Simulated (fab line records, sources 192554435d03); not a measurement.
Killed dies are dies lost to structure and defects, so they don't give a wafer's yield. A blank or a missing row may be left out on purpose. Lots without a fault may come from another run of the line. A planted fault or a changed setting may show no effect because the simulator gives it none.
Which tool did it? | flow n5_finfet | 24 lots, 72 wafers sampled, at 6 steps of a route of 1938

WHAT THE GAUGES READ, wafer by wafer
N5_STI_FIN_REVEAL_THK_MEAS_05.
lot  | measured    | on            | thk_nm (nm)
L074 | day 2 08:30 | film_metro-01 | 132.0 133.0 132.8
L075 | day 2 16:44 | film_metro-02 | 131.3 130.9 130.8
L076 | day 2 23:02 | film_metro-02 | 131.1 131.1 130.7
L077 | day 3 04:10 | film_metro-01 | 131.2 132.3 132.2
L078 | day 3 09:53 | film_metro-02 | 132.5 132.6 130.9
L079 | day 3 15:22 | film_metro-02 | 135.9 133.5 134.1
L080 | day 3 23:06 | film_metro-02 | 131.7 132.5 131.4
L081 | day 4 04:28 | film_metro-01 | 131.1 130.0 131.2
L082 | day 4 12:26 | film_metro-01 | 133.0 130.9 132.8
L083 | day 4 18:31 | film_metro-02 | 131.4 131.4 130.8
L084 | day 5 01:18 | film_metro-01 | 130.0 129.3 129.7
L085 | day 5 06:10 | film_metro-02 | 132.7 131.7 132.3
L086 | day 5 10:09 | film_metro-01 | 131.3 129.7 130.9
L087 | day 5 17:31 | film_metro-01 | 131.0 129.2 131.1
L088 | day 5 21:50 | film_metro-02 | 133.0 131.3 132.0
L089 | day 6 03:47 | film_metro-01 | 132.6 132.0 131.2
L090 | day 6 17:19 | film_metro-02 | 129.8 131.8 130.9
L091 | day 6 22:39 | film_metro-02 | 130.1 132.9 131.2
L092 | day 6 23:29 | film_metro-01 | 132.5 131.2 132.0
L093 | day 7 08:21 | film_metro-02 | 133.0 133.6 132.8
L094 | day 7 11:33 | film_metro-02 | 130.3 130.7 131.0
L095 | day 7 15:47 | film_metro-02 | 132.4 132.0 132.8
L096 | day 7 22:47 | film_metro-01 | 132.6 132.6 133.0
L097 | day 8 04:16 | film_metro-02 | 132.3 132.2 132.5

N5_DUMMY_GATE_CD_MEAS_24: target cd 15 nm.
lot  | measured    | on        | cd_nm (nm)
L074 | day 2 21:24 | cd_sem-01 | 14.8 15.1 14.8
L075 | day 3 05:31 | cd_sem-03 | 15.2 14.9 14.6
L076 | day 3 13:39 | cd_sem-01 | 15.4 15.0 15.3
L077 | day 3 18:09 | cd_sem-03 | 14.7 14.6 15.1
L078 | day 3 22:47 | cd_sem-01 | 14.9 14.4 14.5
L079 | day 4 04:20 | cd_sem-02 | 15.5 15.0 14.9
L080 | day 4 13:02 | cd_sem-03 | 14.5 15.3 14.6
L081 | day 4 17:17 | cd_sem-03 | 15.2 14.9 15.2
L082 | day 5 04:19 | cd_sem-02 | 15.1 15.1 14.4
L083 | day 5 08:26 | cd_sem-02 | 15.2 14.9 14.8
L084 | day 5 14:43 | cd_sem-03 | 14.8 15.0 14.7
L085 | day 5 19:32 | cd_sem-02 | 15.0 14.6 15.0
L086 | day 5 22:58 | cd_sem-01 | 15.0 15.1 15.1
L087 | day 6 06:20 | cd_sem-02 | 15.2 14.4 15.0
L088 | day 6 11:06 | cd_sem-02 | 14.5 14.8 15.5
L089 | day 6 17:17 | cd_sem-03 | 15.5 15.1 15.0
L090 | day 7 06:15 | cd_sem-02 | 14.7 15.4 14.9
L091 | day 7 11:56 | cd_sem-03 | 14.9 14.5 15.0
L092 | day 7 13:58 | cd_sem-02 | 15.2 15.4 15.8
L093 | day 7 23:59 | cd_sem-01 | 14.8 14.9 15.4
L094 | day 8 02:59 | cd_sem-03 | 14.9 15.2 14.4
L095 | day 8 06:47 | cd_sem-03 | 15.6 15.1 15.5
L096 | day 8 14:53 | cd_sem-03 | 14.9 14.9 15.1
L097 | day 8 21:55 | cd_sem-03 | 15.1 15.2 14.5

WHICH TOOL RAN EACH LOT (tool, then ch and the chambers of the sampled wafers, then the start)
lot  | N5_FIN_CUT_CUT_ETCH_28          | N5_FIN_CUT_STRIP_22               | N5_STI_FIN_REVEAL_ALD_14         | N5_DUMMY_GATE_CMP_04
L074 | rie_si-04 ch 2,3, day 2 02:47   | rie_diel-05 ch 0,2,3, day 2 02:51 | ald_sin-02 ch 0,1, day 2 03:06   | cmp-02 ch 0,1,3, day 2 15:44
L075 | rie_si-05 ch 1,2, day 2 11:03   | rie_diel-06 ch 2,3, day 2 11:08   | ald_sin-01 ch 0,1, day 2 11:23   | cmp-02 ch 0,1,2, day 3 00:01
L076 | rie_si-01 ch 1,3, day 2 16:59   | rie_diel-06 ch 1, day 2 17:02     | ald_sin-02 ch 0,3, day 2 17:42   | cmp-01 ch 0,1,3, day 3 07:26
L077 | rie_si-04 ch 1,3, day 2 21:53   | rie_diel-05 ch 0,1,2, day 2 21:58 | ald_sin-03 ch 0,1,2, day 2 22:14 | cmp-04 ch 0,3, day 3 12:35
L078 | rie_si-01 ch 0,1,3, day 3 03:36 | rie_diel-05 ch 0,1,2, day 3 03:40 | ald_sin-02 ch 0,1,2, day 3 03:55 | cmp-02 ch 0,2,3, day 3 17:09
L079 | rie_si-05 ch 1,3, day 3 09:41   | rie_diel-02 ch 0,2,3, day 3 09:46 | ald_sin-03 ch 0,1, day 3 10:01   | cmp-01 ch 0,3, day 3 22:47
L080 | rie_si-05 ch 2,3, day 3 17:26   | rie_diel-06 ch 1,2,3, day 3 17:30 | ald_sin-01 ch 0,1,2, day 3 17:45 | cmp-01 ch 2,3, day 4 06:29
L081 | rie_si-01 ch 0,1, day 3 22:49   | rie_diel-05 ch 0,2,3, day 3 22:53 | ald_sin-03 ch 0,1,3, day 3 23:07 | cmp-02 ch 0,1, day 4 11:46
L082 | rie_si-01 ch 1,3, day 4 05:49   | rie_diel-05 ch 1,2,3, day 4 05:53 | ald_sin-03 ch 0,2,3, day 4 06:08 | cmp-02 ch 0,3, day 4 22:37
L083 | rie_si-05 ch 0,3, day 4 12:39   | rie_diel-02 ch 2,3, day 4 12:49   | ald_sin-02 ch 1,2, day 4 13:11   | cmp-04 ch 1,3, day 5 02:53
L084 | rie_si-05 ch 0,1, day 4 19:00   | rie_diel-06 ch 0,2,3, day 4 19:06 | ald_sin-02 ch 2,3, day 4 19:58   | cmp-01 ch 0,2,3, day 5 08:33
L085 | rie_si-04 ch 1,2,3, day 5 00:31 | rie_diel-05 ch 0,1,2, day 5 00:35 | ald_sin-02 ch 0,1,3, day 5 00:50 | cmp-04 ch 1,3, day 5 13:32
L086 | rie_si-04 ch 2,3, day 5 04:25   | rie_diel-06 ch 0,3, day 5 04:34   | ald_sin-03 ch 1,2, day 5 04:49   | cmp-02 ch 0,1,2, day 5 17:25
L087 | rie_si-01 ch 0,2,3, day 5 10:35 | rie_diel-06 ch 0,1,2, day 5 10:43 | ald_sin-01 ch 0,2,3, day 5 11:34 | cmp-02 ch 0,1,2, day 6 00:46
L088 | rie_si-01 ch 1,3, day 5 15:58   | rie_diel-06 ch 1,2,3, day 5 16:02 | ald_sin-03 ch 1,2, day 5 16:30   | cmp-02 ch 0,1,2, day 6 05:28
L089 | rie_si-01 ch 0,1,2, day 5 22:08 | rie_diel-06 ch 0,2,3, day 5 22:13 | ald_sin-01 ch 0,2,3, day 5 22:28 | cmp-04 ch 0,1,2, day 6 11:26
L090 | rie_si-01 ch 0,2,3, day 6 11:39 | rie_diel-05 ch 0,1,3, day 6 11:43 | ald_sin-02 ch 1,2,3, day 6 11:58 | cmp-04 ch 0,1,2, day 7 00:31
L091 | rie_si-05 ch 0,2,3, day 6 17:00 | rie_diel-02 ch 2,3, day 6 17:04   | ald_sin-03 ch 1,3, day 6 17:19   | cmp-04 ch 0,1,2, day 7 06:22
L092 | rie_si-05 ch 0,3, day 6 17:49   | rie_diel-06 ch 0,3, day 6 17:53   | ald_sin-02 ch 1,2,3, day 6 18:08 | cmp-04 ch 1,3, day 7 08:26
L093 | rie_si-01 ch 1,2, day 7 01:56   | rie_diel-02 ch 0,1,2, day 7 01:59 | ald_sin-03 ch 2,3, day 7 02:14   | cmp-01 ch 0,2,3, day 7 17:30
L094 | rie_si-01 ch 0,1,2, day 7 05:53 | rie_diel-06 ch 2,3, day 7 05:58   | ald_sin-03 ch 0,2,3, day 7 06:12 | cmp-04 ch 0,1,3, day 7 19:13
L095 | rie_si-01 ch 0,1, day 7 10:04   | rie_diel-02 ch 0,1,2, day 7 10:10 | ald_sin-01 ch 0,1, day 7 10:25   | cmp-01 ch 0,3, day 7 23:08
L096 | rie_si-05 ch 0,2,3, day 7 17:00 | rie_diel-05 ch 1,2,3, day 7 17:04 | ald_sin-02 ch 0,2, day 7 17:22   | cmp-02 ch 1,3, day 8 07:22
L097 | rie_si-01 ch 0,2,3, day 7 22:09 | rie_diel-05 ch 1,2, day 7 22:29   | ald_sin-02 ch 1,2, day 7 22:44   | cmp-02 ch 0,2,3, day 8 13:56
- N5_FIN_CUT_CUT_ETCH_28: etches Si in HBr/Cl2/O2, target depth 6 nm, time 2.4 s.
- N5_FIN_CUT_STRIP_22: strips in N2/H2.
- N5_STI_FIN_REVEAL_ALD_14: deposits Si3N4, target thk 3 nm.
- N5_DUMMY_GATE_CMP_04: polishes a-Si.

WHAT THE TOOLS THEMSELVES READ (means of the sampled wafers that have a number; where no wafer has one, the mark that the record gives instead)
N5_FIN_CUT_CUT_ETCH_28.
lot  | tool      | drypump_motor_current_A (A) | oes_product_au (a.u.) | throttle_valve_pct (%)
L074 | rie_si-04 | 5.6                         | 1.003                 | 37.30
L075 | rie_si-05 | 5.4                         | 1.007                 | 37.04
L076 | rie_si-01 | 6.1                         | 0.993                 | 37.12
L077 | rie_si-04 | 6.1                         | 0.998                 | 37.54
L078 | rie_si-01 | 6.1                         | 0.981                 | 37.12
L079 | rie_si-05 | 5.4                         | 1.015                 | 37.09
L080 | rie_si-05 | 5.5                         | 0.998                 | 37.04
L081 | rie_si-01 | 6.2                         | 0.995                 | 37.16
L082 | rie_si-01 | 6.1                         | 0.982                 | 37.06
L083 | rie_si-05 | 5.9                         | 0.998                 | 37.22
L084 | rie_si-05 | 5.7                         | 1.009                 | 37.22
L085 | rie_si-04 | 5.8                         | 1.000                 | 37.41
L086 | rie_si-04 | 5.5                         | 1.003                 | 37.29
L087 | rie_si-01 | 5.8                         | 0.976                 | 37.22
L088 | rie_si-01 | 6.1                         | 0.988                 | 37.12
L089 | rie_si-01 | 5.9                         | 0.986                 | 37.28
L090 | rie_si-01 | 5.8                         | 0.978                 | 37.21
L091 | rie_si-05 | 5.7                         | 0.997                 | 37.14
L092 | rie_si-05 | 5.7                         | 0.997                 | 37.16
L093 | rie_si-01 | 6.0                         | 0.999                 | 37.27
L094 | rie_si-01 | 5.9                         | 0.985                 | 37.26
L095 | rie_si-01 | 6.2                         | 0.994                 | 37.16
L096 | rie_si-05 | 5.7                         | 0.995                 | 37.14
L097 | rie_si-01 | 5.8                         | 0.972                 | 37.23

N5_FIN_CUT_STRIP_22.
lot  | tool        | drypump_motor_current_A (A) | oes_product_au (a.u.) | power_w (W) | rf_vpp_V (V) | showerhead_plenum_p_Torr (Torr) | throttle_valve_pct (%)
L074 | rie_diel-05 | 5.6                         | 0.73                  | 499.7       | 54.5         | 3.30                            | 19.3
L075 | rie_diel-06 | 6.5                         | 0.82                  | 500.9       | 55.3         | 3.35                            | 18.6
L076 | rie_diel-06 | 5.5                         | 0.77                  | 500.5       | 54.8         | 3.24                            | 19.1
L077 | rie_diel-05 | 5.6                         | 0.76                  | 500.9       | 53.8         | 3.40                            | 19.3
L078 | rie_diel-05 | 5.6                         | 0.77                  | 500.9       | 55.1         | 3.40                            | 19.3
L079 | rie_diel-02 | 5.6                         | 0.74                  | 500.1       | 53.8         | 3.31                            | 18.8
L080 | rie_diel-06 | 6.2                         | 0.81                  | 500.7       | 54.0         | 3.29                            | 18.8
L081 | rie_diel-05 | 5.6                         | 0.73                  | 501.0       | 53.8         | 3.29                            | 19.3
L082 | rie_diel-05 | 5.6                         | 0.75                  | 502.1       | 55.4         | 3.35                            | 19.5
L083 | rie_diel-02 | 6.1                         | 0.75                  | 502.2       | 53.3         | 3.39                            | 18.6
L084 | rie_diel-06 | 6.3                         | 0.84                  | 500.3       | 52.0         | 3.36                            | 18.6
L085 | rie_diel-05 | 5.6                         | 0.75                  | 500.5       | 53.9         | 3.39                            | 19.3
L086 | rie_diel-06 | 6.3                         | 0.87                  | 501.1       | 56.2         | 3.33                            | 18.7
L087 | rie_diel-06 | 5.9                         | 0.82                  | 499.3       | 54.2         | 3.34                            | 18.8
L088 | rie_diel-06 | 6.2                         | 0.81                  | 499.2       | 54.6         | 3.29                            | 18.8
L089 | rie_diel-06 | 6.3                         | 0.85                  | 500.9       | 56.5         | 3.36                            | 18.6
L090 | rie_diel-05 | 5.7                         | 0.72                  | 501.5       | 53.3         | 3.33                            | 19.4
L091 | rie_diel-02 | 5.6                         | 0.77                  | 500.1       | 55.0         | 3.32                            | 18.6
L092 | rie_diel-06 | 6.0                         | 0.87                  | 500.9       | 55.1         | 3.38                            | 18.7
L093 | rie_diel-02 | 5.3                         | 0.85                  | 501.5       | 56.0         | 3.45                            | 19.0
L094 | rie_diel-06 | 6.6                         | 0.81                  | 500.0       | 53.9         | 3.30                            | 18.7
L095 | rie_diel-02 | 5.3                         | 0.84                  | 499.9       | 53.5         | 3.45                            | 19.0
L096 | rie_diel-05 | 5.7                         | 0.73                  | 500.0       | 52.5         | 3.34                            | 19.5
L097 | rie_diel-05 | 5.7                         | 0.74                  | 501.0       | 54.8         | 3.44                            | 19.6

N5_STI_FIN_REVEAL_ALD_14.
lot  | tool       | heater_power_w (W)
L074 | ald_sin-02 | 900
L075 | ald_sin-01 | 923
L076 | ald_sin-02 | 939
L077 | ald_sin-03 | 849
L078 | ald_sin-02 | 879
L079 | ald_sin-03 | 803
L080 | ald_sin-01 | 871
L081 | ald_sin-03 | 814
L082 | ald_sin-03 | 819
L083 | ald_sin-02 | 853
L084 | ald_sin-02 | 858
L085 | ald_sin-02 | 917
L086 | ald_sin-03 | 856
L087 | ald_sin-01 | 845
L088 | ald_sin-03 | 853
L089 | ald_sin-01 | 867
L090 | ald_sin-02 | 895
L091 | ald_sin-03 | 803
L092 | ald_sin-02 | 883
L093 | ald_sin-03 | 804
L094 | ald_sin-03 | 800
L095 | ald_sin-01 | 991
L096 | ald_sin-02 | 887
L097 | ald_sin-02 | 851

N5_DUMMY_GATE_CMP_04.
lot  | tool   | motor_current_A (A) | time_to_endpoint_s (s)
L074 | cmp-02 | 10.2                | 13.6
L075 | cmp-02 | 9.6                 | 10.7
L076 | cmp-01 | 11.0                | 15.0
L077 | cmp-04 | 9.6                 | 15.1
L078 | cmp-02 | 10.4                | 12.2
L079 | cmp-01 | 10.6                | 12.4
L080 | cmp-01 | 11.1                | 11.4
L081 | cmp-02 | 9.4                 | 12.1
L082 | cmp-02 | 11.5                | 14.8
L083 | cmp-04 | 10.9                | 14.4
L084 | cmp-01 | 10.9                | 15.6
L085 | cmp-04 | 10.5                | 11.6
L086 | cmp-02 | 9.5                 | 11.2
L087 | cmp-02 | 9.4                 | 14.5
L088 | cmp-02 | 9.6                 | 12.7
L089 | cmp-04 | 10.2                | 12.0
L090 | cmp-04 | 10.2                | 13.6
L091 | cmp-04 | 10.0                | 15.5
L092 | cmp-04 | 10.5                | 12.6
L093 | cmp-01 | 11.0                | 13.9
L094 | cmp-04 | 10.6                | 13.6
L095 | cmp-01 | 10.5                | 16.9
L096 | cmp-02 | 11.9                | 15.7
L097 | cmp-02 | 10.3                | 14.3

THE ANSWER, worked out from the rows above alone
Rule: what is usual is taken from the lots themselves. Put in order of their means at a reading, lots are off if they are a third of the lots or fewer, leave a main group of 4 or more, and stand apart from it by a gap of 3 or more times the standard deviation of the main group's means; of several such gaps the widest counts. A main group whose means are all the same, to the digits that the tables above print for the reading, isn't used. A lot without any number at a reading at which 4 lots or more have one is off too. The other lots that the step has rows for count as sound. The gauges are gone through in route order, then the tools' own readings, and for those a lot's mean is taken as printed above. The first step at which some lot is off is used, and at that step the reading that is off furthest; a lot without a number counts as furthest.
No lot is off at any reading shown: from this, nothing can be told.

WHAT THE SIMULATOR HAD PUT IN
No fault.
